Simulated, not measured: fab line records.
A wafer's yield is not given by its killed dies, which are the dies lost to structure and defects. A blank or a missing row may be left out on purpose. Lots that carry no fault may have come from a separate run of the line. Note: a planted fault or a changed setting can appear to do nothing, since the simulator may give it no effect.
What tool caused it? || flow nand-harc || 33 wafers from 11 lots sampled at 5 of the route's 1302 steps

## WHAT EACH GAUGE READ, for each wafer
NHARC_THIN_TSV_THK_MEAS_02: measures by ir. Usual: thk-nm at 3032 nm, with a standard deviation of 240.
{"lot": "L774", "measured": "day 24 09:02", "on": "film-metro-01", "thk-nm (nm)": "2944 3098 3179", "flag": ""}
{"lot": "L775", "measured": "day 24 07:10", "on": "film-metro-02", "thk-nm (nm)": "2910 3177 2905", "flag": ""}
{"lot": "L777", "measured": "day 25 13:21", "on": "film-metro-01", "thk-nm (nm)": "3103 3133 3022", "flag": ""}
{"lot": "L778", "measured": "day 26 09:38", "on": "film-metro-01", "thk-nm (nm)": "2958 3092 3019", "flag": ""}
{"lot": "L779", "measured": "day 26 08:26", "on": "film-metro-01", "thk-nm (nm)": "2819 2812 3036", "flag": ""}
{"lot": "L780", "measured": "day 27 01:39", "on": "film-metro-01", "thk-nm (nm)": "3226 3178 3198", "flag": ""}
{"lot": "L783", "measured": "day 28 10:12", "on": "film-metro-01", "thk-nm (nm)": 2914, "flag": ""}
{"lot": "L784", "measured": "day 28 12:35", "on": "film-metro-01", "thk-nm (nm)": "2844 3384", "flag": ""}
{"lot": "L792", "measured": "day 31 13:55", "on": "film-metro-02", "thk-nm (nm)": "3399 3260 3519", "flag": ""}
{"lot": "L794", "measured": "day 32 10:41", "on": "film-metro-02", "thk-nm (nm)": "2646 2752 2791", "flag": ""}
{"lot": "L793", "measured": "day 32 11:52", "on": "film-metro-02", "thk-nm (nm)": "2695 2954 2894", "flag": ""}

NHARC_END_WLT_00. Usual: VT_DECK1_BOTTOM 0.870, standard deviation 0.0079; VT_DECK1_BOTTOM_INNER 0.870, standard deviation 0.0081; VT_DECK1_MEDIAN_NEAR_BOTTOM 0.871, standard deviation 0.0075; VT_DECK1_MEDIAN_NEAR_BOTTOM_INNER 0.871, standard deviation 0.0076; VT_DECK1_MIDDLE 0.884, standard deviation 0.0068; VT_DECK1_MIDDLE_INNER 0.883, standard deviation 0.0075; VT_DECK1_TOP 0.896, standard deviation 0.0068; VT_DECK1_TOP_INNER 0.896, standard deviation 0.0067; VT_DECK2_BOTTOM 0.869, standard deviation 0.0082; VT_DECK2_BOTTOM_INNER 0.869, standard deviation 0.0093; VT_DECK2_MEDIAN_NEAR_BOTTOM 0.870, standard deviation 0.0092; VT_DECK2_MEDIAN_NEAR_BOTTOM_INNER 0.870, standard deviation 0.0083; VT_DECK2_MIDDLE 0.882, standard deviation 0.0083; VT_DECK2_MIDDLE_INNER 0.882, standard deviation 0.0085; VT_DECK2_TOP 0.894, standard deviation 0.0082; VT_DECK2_TOP_INNER 0.894, standard deviation 0.0082.
{"lot": "L774", "measured": "day 24 20:10", "on": "prober-01", "VT_DECK1_BOTTOM": "0.887 0.874 0.869", "VT_DECK1_BOTTOM_INNER": "0.875 0.874 0.879", "VT_DECK1_MEDIAN_NEAR_BOTTOM": "0.873 0.877 0.870", "VT_DECK1_MEDIAN_NEAR_BOTTOM_INNER": "0.883 0.880 0.880", "VT_DECK1_MIDDLE": "0.895 0.893 0.889", "VT_DECK1_MIDDLE_INNER": "0.892 0.892 0.884", "VT_DECK1_TOP": "0.910 0.903 0.905", "VT_DECK1_TOP_INNER": "0.907 0.901 0.898", "VT_DECK2_BOTTOM": "0.858 0.868 0.861", "VT_DECK2_BOTTOM_INNER": "0.862 0.868 0.853", "VT_DECK2_MEDIAN_NEAR_BOTTOM": "0.869 0.862 0.860", "VT_DECK2_MEDIAN_NEAR_BOTTOM_INNER": "0.866 0.866 0.863", "VT_DECK2_MIDDLE": "0.884 0.887 0.874", "VT_DECK2_MIDDLE_INNER": "0.880 0.876 0.875", "VT_DECK2_TOP": "0.902 0.895 0.889", "VT_DECK2_TOP_INNER": "0.888 0.891 0.895", "flag": ""}
{"lot": "L775", "measured": "day 24 20:41", "on": "prober-02", "VT_DECK1_BOTTOM": "0.882 0.867 0.882", "VT_DECK1_BOTTOM_INNER": "0.887 0.871 0.879", "VT_DECK1_MEDIAN_NEAR_BOTTOM": "0.886 0.873 0.882", "VT_DECK1_MEDIAN_NEAR_BOTTOM_INNER": "0.886 0.867 0.875", "VT_DECK1_MIDDLE": "0.888 0.883 0.888", "VT_DECK1_MIDDLE_INNER": "0.894 0.887 0.886", "VT_DECK1_TOP": "0.908 0.895 0.901", "VT_DECK1_TOP_INNER": "0.904 0.900 0.901", "VT_DECK2_BOTTOM": "0.870 0.870 0.876", "VT_DECK2_BOTTOM_INNER": "0.873 0.878 0.876", "VT_DECK2_MEDIAN_NEAR_BOTTOM": "0.873 0.881 0.883", "VT_DECK2_MEDIAN_NEAR_BOTTOM_INNER": "0.879 0.879 0.878", "VT_DECK2_MIDDLE": "0.890 0.893 0.896", "VT_DECK2_MIDDLE_INNER": "0.898 0.894 0.895", "VT_DECK2_TOP": "0.903 0.902 0.909", "VT_DECK2_TOP_INNER": "0.907 0.907 0.903", "flag": ""}
{"lot": "L777", "measured": "day 26 02:34", "on": "prober-02", "VT_DECK1_BOTTOM": "0.879 0.868 0.874", "VT_DECK1_BOTTOM_INNER": "0.892 0.859 0.879", "VT_DECK1_MEDIAN_NEAR_BOTTOM": "0.878 0.870 0.870", "VT_DECK1_MEDIAN_NEAR_BOTTOM_INNER": "0.872 0.869 0.871", "VT_DECK1_MIDDLE": "0.877 0.880 0.883", "VT_DECK1_MIDDLE_INNER": "0.890 0.889 0.882", "VT_DECK1_TOP": "0.892 0.893 0.900", "VT_DECK1_TOP_INNER": "0.896 0.900 0.899", "VT_DECK2_BOTTOM": "0.867 0.862 0.863", "VT_DECK2_BOTTOM_INNER": "0.870 0.862 0.861", "VT_DECK2_MEDIAN_NEAR_BOTTOM": "0.867 0.865 0.857", "VT_DECK2_MEDIAN_NEAR_BOTTOM_INNER": "0.866 0.863 0.861", "VT_DECK2_MIDDLE": "0.882 0.878 0.871", "VT_DECK2_MIDDLE_INNER": "0.882 0.880 0.883", "VT_DECK2_TOP": "0.898 0.898 0.899", "VT_DECK2_TOP_INNER": "0.897 0.900 0.893", "flag": ""}
{"lot": "L778", "measured": "day 26 21:49", "on": "prober-02", "VT_DECK1_BOTTOM": "0.866 0.870 0.865", "VT_DECK1_BOTTOM_INNER": "0.861 0.861 0.866", "VT_DECK1_MEDIAN_NEAR_BOTTOM": "0.867 0.857 0.872", "VT_DECK1_MEDIAN_NEAR_BOTTOM_INNER": "0.866 0.870 0.873", "VT_DECK1_MIDDLE": "0.886 0.878 0.880", "VT_DECK1_MIDDLE_INNER": "0.883 0.883 0.880", "VT_DECK1_TOP": "0.896 0.892 0.903", "VT_DECK1_TOP_INNER": "0.892 0.899 0.900", "VT_DECK2_BOTTOM": "0.888 0.861 0.879", "VT_DECK2_BOTTOM_INNER": "0.887 0.880 0.884", "VT_DECK2_MEDIAN_NEAR_BOTTOM": "0.880 0.876 0.877", "VT_DECK2_MEDIAN_NEAR_BOTTOM_INNER": "0.888 0.869 0.880", "VT_DECK2_MIDDLE": "0.887 0.886 0.888", "VT_DECK2_MIDDLE_INNER": "0.900 0.882 0.888", "VT_DECK2_TOP": "0.899 0.896 0.894", "VT_DECK2_TOP_INNER": "0.903 0.905 0.891", "flag": ""}
{"lot": "L779", "measured": "day 26 22:49", "on": "prober-01", "VT_DECK1_BOTTOM": "0.875 0.871 0.866", "VT_DECK1_BOTTOM_INNER": "0.872 0.869 0.866", "VT_DECK1_MEDIAN_NEAR_BOTTOM": "0.864 0.876 0.872", "VT_DECK1_MEDIAN_NEAR_BOTTOM_INNER": "0.866 0.868 0.865", "VT_DECK1_MIDDLE": "0.888 0.885 0.887", "VT_DECK1_MIDDLE_INNER": "0.878 0.887 0.883", "VT_DECK1_TOP": "0.894 0.894 0.902", "VT_DECK1_TOP_INNER": "0.896 0.904 0.894", "VT_DECK2_BOTTOM": "0.881 0.883 0.885", "VT_DECK2_BOTTOM_INNER": "0.874 0.883 0.874", "VT_DECK2_MEDIAN_NEAR_BOTTOM": "0.889 0.881 0.884", "VT_DECK2_MEDIAN_NEAR_BOTTOM_INNER": "0.883 0.878 0.879", "VT_DECK2_MIDDLE": "0.890 0.892 0.892", "VT_DECK2_MIDDLE_INNER": "0.889 0.882 0.888", "VT_DECK2_TOP": "0.897 0.904 0.897", "VT_DECK2_TOP_INNER": "0.908 0.906 0.892", "flag": ""}
{"lot": "L780", "measured": "day 27 16:28", "on": "prober-01", "VT_DECK1_BOTTOM": "0.879 0.859 0.864", "VT_DECK1_BOTTOM_INNER": "0.870 0.866 0.871", "VT_DECK1_MEDIAN_NEAR_BOTTOM": "0.878 0.868 0.876", "VT_DECK1_MEDIAN_NEAR_BOTTOM_INNER": "0.874 0.865 0.870", "VT_DECK1_MIDDLE": "0.885 0.872 0.887", "VT_DECK1_MIDDLE_INNER": "0.889 0.885 0.878", "VT_DECK1_TOP": "0.900 0.892 0.888", "VT_DECK1_TOP_INNER": "0.895 0.902 0.893", "VT_DECK2_BOTTOM": "0.871 0.867 0.874", "VT_DECK2_BOTTOM_INNER": "0.877 0.859 0.867", "VT_DECK2_MEDIAN_NEAR_BOTTOM": "0.874 0.867 0.871", "VT_DECK2_MEDIAN_NEAR_BOTTOM_INNER": "0.869 0.863 0.870", "VT_DECK2_MIDDLE": "0.890 0.878 0.877", "VT_DECK2_MIDDLE_INNER": "0.891 0.872 0.876", "VT_DECK2_TOP": "0.895 0.895 0.895", "VT_DECK2_TOP_INNER": "0.881 0.893 0.893", "flag": ""}
{"lot": "L783", "measured": "day 29 00:54", "on": "prober-02", "VT_DECK1_BOTTOM": 0.866, "VT_DECK1_BOTTOM_INNER": 0.866, "VT_DECK1_MEDIAN_NEAR_BOTTOM": 0.864, "VT_DECK1_MEDIAN_NEAR_BOTTOM_INNER": 0.867, "VT_DECK1_MIDDLE": 0.876, "VT_DECK1_MIDDLE_INNER": 0.874, "VT_DECK1_TOP": 0.885, "VT_DECK1_TOP_INNER": 0.884, "VT_DECK2_BOTTOM": 0.871, "VT_DECK2_BOTTOM_INNER": 0.867, "VT_DECK2_MEDIAN_NEAR_BOTTOM": 0.869, "VT_DECK2_MEDIAN_NEAR_BOTTOM_INNER": 0.877, "VT_DECK2_MIDDLE": 0.879, "VT_DECK2_MIDDLE_INNER": 0.886, "VT_DECK2_TOP": 0.884, "VT_DECK2_TOP_INNER": 0.893, "flag": ""}
{"lot": "L784", "measured": "day 28 23:53", "on": "prober-01", "VT_DECK1_BOTTOM": "0.872 0.868", "VT_DECK1_BOTTOM_INNER": "0.866 0.873", "VT_DECK1_MEDIAN_NEAR_BOTTOM": "0.867 0.874", "VT_DECK1_MEDIAN_NEAR_BOTTOM_INNER": "0.869 0.873", "VT_DECK1_MIDDLE": "0.883 0.876", "VT_DECK1_MIDDLE_INNER": "0.875 0.871", "VT_DECK1_TOP": "0.890 0.901", "VT_DECK1_TOP_INNER": "0.882 0.887", "VT_DECK2_BOTTOM": "0.862 0.867", "VT_DECK2_BOTTOM_INNER": "0.860 0.869", "VT_DECK2_MEDIAN_NEAR_BOTTOM": "0.861 0.869", "VT_DECK2_MEDIAN_NEAR_BOTTOM_INNER": "0.864 0.858", "VT_DECK2_MIDDLE": "0.877 0.881", "VT_DECK2_MIDDLE_INNER": "0.876 0.878", "VT_DECK2_TOP": "0.889 0.891", "VT_DECK2_TOP_INNER": "0.889 0.889", "flag": ""}
{"lot": "L792", "measured": "day 32 03:20", "on": "prober-02", "VT_DECK1_BOTTOM": "0.871 0.860 0.866", "VT_DECK1_BOTTOM_INNER": "0.861 0.854 0.858", "VT_DECK1_MEDIAN_NEAR_BOTTOM": "0.859 0.858 0.870", "VT_DECK1_MEDIAN_NEAR_BOTTOM_INNER": "0.865 0.861 0.860", "VT_DECK1_MIDDLE": "0.877 0.873 0.879", "VT_DECK1_MIDDLE_INNER": "0.873 0.873 0.883", "VT_DECK1_TOP": "0.884 0.887 0.890", "VT_DECK1_TOP_INNER": "0.893 0.882 0.884", "VT_DECK2_BOTTOM": "0.885 0.881 0.884", "VT_DECK2_BOTTOM_INNER": "0.881 0.887 0.878", "VT_DECK2_MEDIAN_NEAR_BOTTOM": "0.883 0.887 0.876", "VT_DECK2_MEDIAN_NEAR_BOTTOM_INNER": "0.884 0.882 0.878", "VT_DECK2_MIDDLE": "0.890 0.901 0.892", "VT_DECK2_MIDDLE_INNER": "0.894 0.894 0.890", "VT_DECK2_TOP": "0.906 0.902 0.906", "VT_DECK2_TOP_INNER": "0.905 0.915 0.901", "flag": ""}
{"lot": "L794", "measured": "day 33 00:14", "on": "prober-02", "VT_DECK1_BOTTOM": "0.865 0.868 0.875", "VT_DECK1_BOTTOM_INNER": "0.873 0.873 0.869", "VT_DECK1_MEDIAN_NEAR_BOTTOM": "0.874 0.869 0.879", "VT_DECK1_MEDIAN_NEAR_BOTTOM_INNER": "0.871 0.869 0.877", "VT_DECK1_MIDDLE": "0.882 0.880 0.884", "VT_DECK1_MIDDLE_INNER": "0.876 0.877 0.881", "VT_DECK1_TOP": "0.887 0.892 0.893", "VT_DECK1_TOP_INNER": "0.889 0.886 0.889", "VT_DECK2_BOTTOM": "0.866 0.863 0.851", "VT_DECK2_BOTTOM_INNER": "0.863 0.856 0.857", "VT_DECK2_MEDIAN_NEAR_BOTTOM": "0.871 0.861 0.849", "VT_DECK2_MEDIAN_NEAR_BOTTOM_INNER": "0.866 0.863 0.861", "VT_DECK2_MIDDLE": "0.871 0.871 0.881", "VT_DECK2_MIDDLE_INNER": "0.876 0.866 0.877", "VT_DECK2_TOP": "0.884 0.885 0.885", "VT_DECK2_TOP_INNER": "0.895 0.881 0.887", "flag": ""}
{"lot": "L793", "measured": "day 33 00:30", "on": "prober-01", "VT_DECK1_BOTTOM": "0.875 0.877 0.877", "VT_DECK1_BOTTOM_INNER": "0.873 0.879 0.873", "VT_DECK1_MEDIAN_NEAR_BOTTOM": "0.872 0.882 0.866", "VT_DECK1_MEDIAN_NEAR_BOTTOM_INNER": "0.873 0.865 0.879", "VT_DECK1_MIDDLE": "0.885 0.891 0.884", "VT_DECK1_MIDDLE_INNER": "0.876 0.894 0.882", "VT_DECK1_TOP": "0.887 0.894 0.889", "VT_DECK1_TOP_INNER": "0.893 0.896 0.890", "VT_DECK2_BOTTOM": "0.874 0.862 0.867", "VT_DECK2_BOTTOM_INNER": "0.869 0.861 0.853", "VT_DECK2_MEDIAN_NEAR_BOTTOM": "0.872 0.855 0.860", "VT_DECK2_MEDIAN_NEAR_BOTTOM_INNER": "0.876 0.866 0.862", "VT_DECK2_MIDDLE": "0.878 0.874 0.875", "VT_DECK2_MIDDLE_INNER": "0.881 0.876 0.875", "VT_DECK2_TOP": "0.889 0.889 0.889", "VT_DECK2_TOP_INNER": "0.892 0.888 0.894", "flag": ""}

NHARC_END_SORT_01. Usual: killed-at-array 52, standard deviation 19; killed-at-other 1.0, standard deviation 1.2; killed-at-periphery 4.1, standard deviation 2.8; killed-dies 57, standard deviation 19; killed-open 3.1, standard deviation 1.7; killed-short 2.5, standard deviation 1.5.
{"lot": "L783", "measured": "day 29 02:55", "on": "prober-02", "killed-at-array": "668 59 668", "killed-at-other": "1 2 0", "killed-at-periphery": "8 4 9", "killed-dies": "677 65 677", "killed-open": "1 2 1", "killed-short": "1 1 1", "flag": "OFF"}
{"lot": "L784", "measured": "day 29 02:52", "on": "prober-01", "killed-at-array": "17 669 22", "killed-at-other": "2 4 1", "killed-at-periphery": "12 4 7", "killed-dies": "31 677 30", "killed-open": "3 2 2", "killed-short": "2 2 3", "flag": "OFF"}

## WHAT TOOL EACH LOT RAN ON (gives the tool, then ch and the chambers of the sampled wafers, and finally the start)
{"lot": "L774", "NHARC_A_STAIRCASE_DEP_325": "pecvd-03 ch 0,2, day 19 00:06", "NHARC_THIN_TSV_DESCUM_35": "rie-diel-11 ch 1,3, day 24 15:56"}
{"lot": "L775", "NHARC_A_STAIRCASE_DEP_325": "pecvd-01 ch 0,2, day 19 11:27", "NHARC_THIN_TSV_DESCUM_35": "rie-diel-11 ch 1,3, day 24 14:04"}
{"lot": "L777", "NHARC_A_STAIRCASE_DEP_325": "pecvd-03 ch 0,1, day 20 09:45", "NHARC_THIN_TSV_DESCUM_35": "rie-diel-07 ch 0,1,3, day 25 20:36"}
{"lot": "L778", "NHARC_A_STAIRCASE_DEP_325": "pecvd-01 ch 0,1,2, day 21 05:17", "NHARC_THIN_TSV_DESCUM_35": "rie-diel-09 ch 2,3, day 26 16:45"}
{"lot": "L779", "NHARC_A_STAIRCASE_DEP_325": "pecvd-03 ch 0,1,2, day 21 05:34", "NHARC_THIN_TSV_DESCUM_35": "rie-diel-09 ch 0,1, day 26 15:28"}
{"lot": "L780", "NHARC_A_STAIRCASE_DEP_325": "pecvd-03 ch 0,2, day 21 19:54", "NHARC_THIN_TSV_DESCUM_35": "rie-diel-07 ch 0,1,3, day 27 08:47"}
{"lot": "L783", "NHARC_A_STAIRCASE_DEP_325": "pecvd-03 ch 0,1, day 22 18:05", "NHARC_THIN_TSV_DESCUM_35": "rie-diel-11 ch 0, day 28 17:19"}
{"lot": "L784", "NHARC_A_STAIRCASE_DEP_325": "pecvd-03 ch 0,1,2, day 23 04:26", "NHARC_THIN_TSV_DESCUM_35": "rie-diel-07 ch 2,3, day 28 19:37"}
{"lot": "L792", "NHARC_A_STAIRCASE_DEP_325": "pecvd-01 ch 1,2, day 26 08:28", "NHARC_THIN_TSV_DESCUM_35": "rie-diel-07 ch 1,2, day 31 21:03"}
{"lot": "L794", "NHARC_A_STAIRCASE_DEP_325": "pecvd-01 ch 0,1,2, day 27 03:59", "NHARC_THIN_TSV_DESCUM_35": "rie-diel-07 ch 0,1,3, day 32 18:00"}
{"lot": "L793", "NHARC_A_STAIRCASE_DEP_325": "pecvd-04 ch 0,1,2, day 27 03:59", "NHARC_THIN_TSV_DESCUM_35": "rie-diel-07 ch 0,1,2, day 32 18:44"}
- NHARC_A_STAIRCASE_DEP_325: deposits SiO2, target thk 7200 nm.
- NHARC_THIN_TSV_DESCUM_35: chemistry O2, time 3 s.

## WHAT THE TOOLS THEMSELVES READ (means of the sampled wafers that have a number; where no wafer has one, the mark that the record gives instead)
NHARC_A_STAIRCASE_DEP_325. Usual: heater-power-w 670 W, standard deviation 92; rf-fwd-power-W 499.4 W, standard deviation 1.5.
{"lot": "L774", "tool": "pecvd-03", "heater-power-w (W)": 685, "rf-fwd-power-W (W)": 497.6, "flag": ""}
{"lot": "L775", "tool": "pecvd-01", "heater-power-w (W)": 727, "rf-fwd-power-W (W)": 500.0, "flag": ""}
{"lot": "L777", "tool": "pecvd-03", "heater-power-w (W)": 791, "rf-fwd-power-W (W)": 497.3, "flag": ""}
{"lot": "L778", "tool": "pecvd-01", "heater-power-w (W)": 768, "rf-fwd-power-W (W)": 498.9, "flag": ""}
{"lot": "L779", "tool": "pecvd-03", "heater-power-w (W)": 632, "rf-fwd-power-W (W)": 497.5, "flag": ""}
{"lot": "L780", "tool": "pecvd-03", "heater-power-w (W)": 632, "rf-fwd-power-W (W)": 501.1, "flag": ""}
{"lot": "L783", "tool": "pecvd-03", "heater-power-w (W)": 720, "rf-fwd-power-W (W)": 499.6, "flag": ""}
{"lot": "L784", "tool": "pecvd-03", "heater-power-w (W)": 639, "rf-fwd-power-W (W)": 498.6, "flag": ""}
{"lot": "L792", "tool": "pecvd-01", "heater-power-w (W)": 709, "rf-fwd-power-W (W)": 498.1, "flag": ""}
{"lot": "L794", "tool": "pecvd-01", "heater-power-w (W)": 737, "rf-fwd-power-W (W)": 499.4, "flag": ""}
{"lot": "L793", "tool": "pecvd-04", "heater-power-w (W)": 665, "rf-fwd-power-W (W)": 498.5, "flag": ""}

NHARC_THIN_TSV_DESCUM_35. Usual: drypump-motor-current-A 5.6 A, standard deviation 0.44; oes-product-au 0.998 a.u., standard deviation 0.011; rf-vpp-V 57.8 V, standard deviation 0.89; showerhead-plenum-p-Torr 1.91 Torr, standard deviation 0.091; throttle-valve-pct 11.311 %, standard deviation 0.0084.
{"lot": "L774", "tool": "rie-diel-11", "drypump-motor-current-A (A)": 5.9, "oes-product-au (a.u.)": 1.009, "rf-vpp-V (V)": 58.8, "showerhead-plenum-p-Torr (Torr)": 1.93, "throttle-valve-pct (%)": 11.312, "flag": ""}
{"lot": "L775", "tool": "rie-diel-11", "drypump-motor-current-A (A)": 5.9, "oes-product-au (a.u.)": 1.009, "rf-vpp-V (V)": 58.1, "showerhead-plenum-p-Torr (Torr)": 1.93, "throttle-valve-pct (%)": 11.315, "flag": ""}
{"lot": "L777", "tool": "rie-diel-07", "drypump-motor-current-A (A)": 5.7, "oes-product-au (a.u.)": 0.985, "rf-vpp-V (V)": 58.1, "showerhead-plenum-p-Torr (Torr)": 1.91, "throttle-valve-pct (%)": 11.315, "flag": ""}
{"lot": "L778", "tool": "rie-diel-09", "drypump-motor-current-A (A)": 5.4, "oes-product-au (a.u.)": 1.004, "rf-vpp-V (V)": 58.9, "showerhead-plenum-p-Torr (Torr)": 2.05, "throttle-valve-pct (%)": 11.314, "flag": ""}
{"lot": "L779", "tool": "rie-diel-09", "drypump-motor-current-A (A)": 5.5, "oes-product-au (a.u.)": 0.994, "rf-vpp-V (V)": 58.0, "showerhead-plenum-p-Torr (Torr)": 1.95, "throttle-valve-pct (%)": 11.315, "flag": ""}
{"lot": "L780", "tool": "rie-diel-07", "drypump-motor-current-A (A)": 5.7, "oes-product-au (a.u.)": 0.988, "rf-vpp-V (V)": 57.7, "showerhead-plenum-p-Torr (Torr)": 1.91, "throttle-valve-pct (%)": 11.309, "flag": ""}
{"lot": "L783", "tool": "rie-diel-11", "drypump-motor-current-A (A)": 5.4, "oes-product-au (a.u.)": 1.020, "rf-vpp-V (V)": 57.4, "showerhead-plenum-p-Torr (Torr)": 1.79, "throttle-valve-pct (%)": 11.306, "flag": ""}
{"lot": "L784", "tool": "rie-diel-07", "drypump-motor-current-A (A)": 5.7, "oes-product-au (a.u.)": 0.993, "rf-vpp-V (V)": 58.0, "showerhead-plenum-p-Torr (Torr)": 1.82, "throttle-valve-pct (%)": 11.319, "flag": ""}
{"lot": "L792", "tool": "rie-diel-07", "drypump-motor-current-A (A)": 5.5, "oes-product-au (a.u.)": 1.005, "rf-vpp-V (V)": 57.0, "showerhead-plenum-p-Torr (Torr)": 1.85, "throttle-valve-pct (%)": 11.310, "flag": ""}
{"lot": "L794", "tool": "rie-diel-07", "drypump-motor-current-A (A)": 5.7, "oes-product-au (a.u.)": 1.000, "rf-vpp-V (V)": 58.8, "showerhead-plenum-p-Torr (Torr)": 1.91, "throttle-valve-pct (%)": 11.306, "flag": ""}
{"lot": "L793", "tool": "rie-diel-07", "drypump-motor-current-A (A)": 5.7, "oes-product-au (a.u.)": 1.002, "rf-vpp-V (V)": 57.8, "showerhead-plenum-p-Torr (Torr)": 1.88, "throttle-valve-pct (%)": 11.307, "flag": ""}

## THE ANSWER, worked out from the rows above alone
Rule: lot off if the mean of its wafers having a number is beyond 3 standard deviations from the usual mean. Also off: a lot with no number at a reading for which 4 or more lots have one. All remaining lots with rows at the step are treated as sound. The gauges are gone through in route order, then the tools' own readings, and for those a lot's mean is taken as printed above. At the first step where some lot is off, the reading lying furthest off is the one used; lots without a number count as furthest.
Off at NHARC_END_SORT_01 (killed-dies): L783, L784. Neither off nor sound, because the step has no rows for them: L774, L775, L777, L778, L779, L780, L792, L794, L793.
A tool fits if, at a process step before that reading, it ran every lot that is off, and no sound lot after the first of them. Those tools and the gauges at NHARC_END_SORT_01 are tried in the same way. One candidate fits, namely pecvd-03 at NHARC_A_STAIRCASE_DEP_325. It ran no sound lot before its first lot that is off in this sample, so the start can't be narrowed down.

## WHAT WAS PUT IN BY THE SIMULATOR
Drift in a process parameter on pecvd-03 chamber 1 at NHARC_A_STAIRCASE_DEP_325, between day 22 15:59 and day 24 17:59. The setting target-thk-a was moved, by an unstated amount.
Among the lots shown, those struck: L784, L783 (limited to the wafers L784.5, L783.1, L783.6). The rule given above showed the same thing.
